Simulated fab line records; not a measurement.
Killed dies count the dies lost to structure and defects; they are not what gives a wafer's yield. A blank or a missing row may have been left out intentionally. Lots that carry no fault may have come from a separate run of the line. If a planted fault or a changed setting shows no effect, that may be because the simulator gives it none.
Chamber matching + flow nand harc + 3 sister chambers for NHARC_P_M0_DEP_32 on pecvd-04
The step deposits SiCN, target thk 30 nm. 16 wafers are shown with their chamber, then 8 later ones without.

## WAFERS PAIRED WITH THEIR CHAMBERS
| wafer  | chamber | chamber pressure Torr (Torr) | heater power outer w (W) | heater power w (W) |
|--------|---------|------------------------------|--------------------------|--------------------|
| L722.2 | 0       | 3.004                        | 328                      | 603                |
| L722.3 | 1       | 3.005                        | 273                      | 498                |
| L722.6 | 2       | 3.010                        | 342                      | 573                |
| L721.3 | 2       | 3.005                        | 337                      | 572                |
| L721.4 | 2       | 3.004                        | 345                      | 561                |
| L721.5 | 0       | 2.997                        | 277                      | 524                |
| L723.2 | 0       | 2.988                        | 306                      | 578                |
| L723.3 | 2       | 2.999                        | 281                      | 501                |
| L723.4 | 0       | 2.987                        | 308                      | 575                |
| L728.1 | 0       | 2.997                        | 315                      | 582                |
| L728.2 | 1       | 3.004                        | 300                      | 534                |
| L728.4 | 1       | 2.998                        | 299                      | 528                |
| L739.2 | 1       | 3.001                        | 304                      | 553                |
| L739.3 | 2       | 3.007                        | 320                      | 575                |
| L739.6 | 0       | 2.994                        | 291                      | 554                |
| L741.1 | 0       | 3.002                        | 314                      | 559                |

SIGNATURES (means of the wafers above)
| reading               | chamber 0 | chamber 1 | chamber 2 | scatter within a chamber |
|-----------------------|-----------|-----------|-----------|--------------------------|
| chamber pressure Torr | 2.99557   | 3.00200   | 3.00500   | 0.00516                  |
| heater power outer w  | 305.57    | 294.00    | 325.00    | 19.8                     |
| heater power w        | 567.86    | 528.25    | 556.40    | 26.7                     |
Rule: a wafer's distance from a chamber is the root of the sum, over the readings, of the square of ((its reading less the chamber's mean) divided by the reading's scatter). The wafer belongs to the nearest chamber; if the next one is less than 2 further off, it can't be placed. The scatter is the square root of a quotient: the sum, over the shown wafers, of each reading's squared deviation from its chamber's mean, divided by wafers minus chambers.

## WAFERS WHOSE CHAMBER IS MISSING
| wafer  | chamber pressure Torr (Torr) | heater power outer w (W) | heater power w (W) |
|--------|------------------------------|--------------------------|--------------------|
| L741.3 | 3.000                        | 305                      | 529                |
| L741.6 | 2.990                        | 310                      | 567                |
| L743.2 | 2.988                        | 325                      | 574                |
| L743.4 | 2.995                        | 268                      | 489                |
| L743.5 | 2.985                        | 335                      | 582                |
| L744.3 | 2.995                        | 307                      | 558                |
| L744.4 | 3.009                        | 334                      | 575                |
| L744.5 | 3.007                        | 342                      | 583                |

## WHICH CHAMBER EACH WENT THROUGH
| wafer  | from the rows above          | in truth |
|--------|------------------------------|----------|
| L741.3 | can't be placed: 1 or 0 or 2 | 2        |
| L741.6 | can't be placed: 0 or 1 or 2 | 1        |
| L743.2 | can't be placed: 0 or 2 or 1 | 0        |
| L743.4 | can't be placed: 1 or 0 or 2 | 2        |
| L743.5 | can't be placed: 0 or 2 or 1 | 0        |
| L744.3 | can't be placed: 0 or 1 or 2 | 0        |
| L744.4 | can't be placed: 2 or 0 or 1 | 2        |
| L744.5 | can't be placed: 2 or 0 or 1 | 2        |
0 of 8 placed correctly. Unplaceable from these rows: 8, with the true chamber sitting among the candidates in 8. Number placed wrongly: 0.
